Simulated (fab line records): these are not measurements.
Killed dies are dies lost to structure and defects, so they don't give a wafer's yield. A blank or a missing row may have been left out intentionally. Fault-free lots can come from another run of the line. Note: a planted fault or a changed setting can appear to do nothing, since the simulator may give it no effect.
Which tool is to blame? ; flow n5-finfet ; Sampling: 9 lots, 26 wafers, 5 of 1938 route steps

== WHAT THE GAUGES READ, wafer by wafer ==
N5_BEOL_M4_RC_MEAS_101.
lot;measured;on;DIBL_N (mV/V)
L320;day 9 21:16;prober-02;36.9 39.7 34.5
L325;day 10 03:37;prober-02;37.1 33.7 34.2
L336;day 14 20:04;prober-02;39.5 35.7 39.1
L338;day 15 16:10;prober-01;37.1 36.6 38.4
L339;day 15 09:31;prober-02;36.8 35.5
L340;day 15 20:26;prober-02;33.8 36.8 36.8
L342;day 16 15:31;prober-02;34.3 34.5 34.6

== EACH LOT AND THE TOOL THAT RAN IT (in order: tool; ch and the chambers of the sampled wafers; start) ==
lot;N5_MOL_CONTACT_COAG_STRIP_96;N5_MOL_CONTACT_COAG_ETCHBACK_134;N5_MOL_CONTACT_COAG_STRIP_72;N5_MOL_CONTACT_COAG_STRIP_49
L320;rie-diel-02 ch 1,2, day 5 11:17;rie-diel-04 ch 0,1, day 5 13:12;rie-diel-04 ch 0,1, day 5 13:37;plasma-asher-02 ch 0,1, day 5 13:44
L325;rie-diel-04 ch 1,2,3, day 6 19:34;rie-diel-02 ch 0,2,3, day 6 20:37;rie-diel-02 ch 0,2,3, day 6 20:53;plasma-asher-02 ch 0,1, day 6 20:58
L327;rie-diel-03 ch 0,2, day 7 03:03;rie-diel-04 ch 1,2, day 7 04:09;rie-diel-04 ch 1,2, day 7 04:26;plasma-asher-01 ch 0,1, day 7 04:31
L328;rie-diel-02 ch 0,2, day 7 07:18;rie-diel-02 ch 0,2, day 7 08:32;rie-diel-02 ch 0,2, day 7 08:49;plasma-asher-01 ch 0,1, day 7 08:55
L336;rie-diel-04 ch 0,2, day 9 06:04;rie-diel-04 ch 0,1, day 9 07:09;rie-diel-04 ch 0,1, day 9 07:26;plasma-asher-02 ch 0,1, day 9 07:31
L338;rie-diel-03 ch 0,1,2, day 9 21:24;rie-diel-04 ch 2,3, day 9 22:32;rie-diel-04 ch 2,3, day 9 22:49;plasma-asher-02 ch 0,1, day 9 22:55
L339;rie-diel-03 ch 2,3, day 10 01:16;rie-diel-02 ch 1,2, day 10 02:29;rie-diel-02 ch 1,2, day 10 02:46;plasma-asher-02 ch 0, day 10 02:51
L340;rie-diel-03 ch 0,1,2, day 10 13:20;rie-diel-04 ch 0,3, day 10 14:36;rie-diel-04 ch 0,3, day 10 14:53;plasma-asher-02 ch 0,1, day 10 14:58
L342;rie-diel-04 ch 0,1, day 10 20:46;rie-diel-04 ch 0,1,3, day 10 21:59;rie-diel-04 ch 0,1,3, day 10 22:16;plasma-asher-01 ch 0,1, day 10 22:21
- N5_MOL_CONTACT_COAG_STRIP_96: strips in N2/H2.
- N5_MOL_CONTACT_COAG_ETCHBACK_134: etches SiO2 in CHF3, target depth 10 nm, time 6.7 s.
- N5_MOL_CONTACT_COAG_STRIP_72: strips in N2/H2.
- N5_MOL_CONTACT_COAG_STRIP_49: strips in N2/H2, time 30 s.

== THE ANSWER, worked out from the rows above alone ==
Rule: usual is defined by the lots themselves. Put in order of their means at a reading, lots are off if they are a third of the lots or fewer, leave a main group of 4 or more, and stand apart from it by a gap of 3 or more times the standard deviation of the main group's means; of several such gaps the widest counts. Not used: any main group whose means are identical at the precision the tables above print for the reading. A lot without any number at a reading at which 4 lots or more have one is off too. Any other lot the step has rows for is counted as sound.
No lot is off at any reading shown: from this, nothing can be told.

== WHAT THE SIMULATOR PUT IN ==
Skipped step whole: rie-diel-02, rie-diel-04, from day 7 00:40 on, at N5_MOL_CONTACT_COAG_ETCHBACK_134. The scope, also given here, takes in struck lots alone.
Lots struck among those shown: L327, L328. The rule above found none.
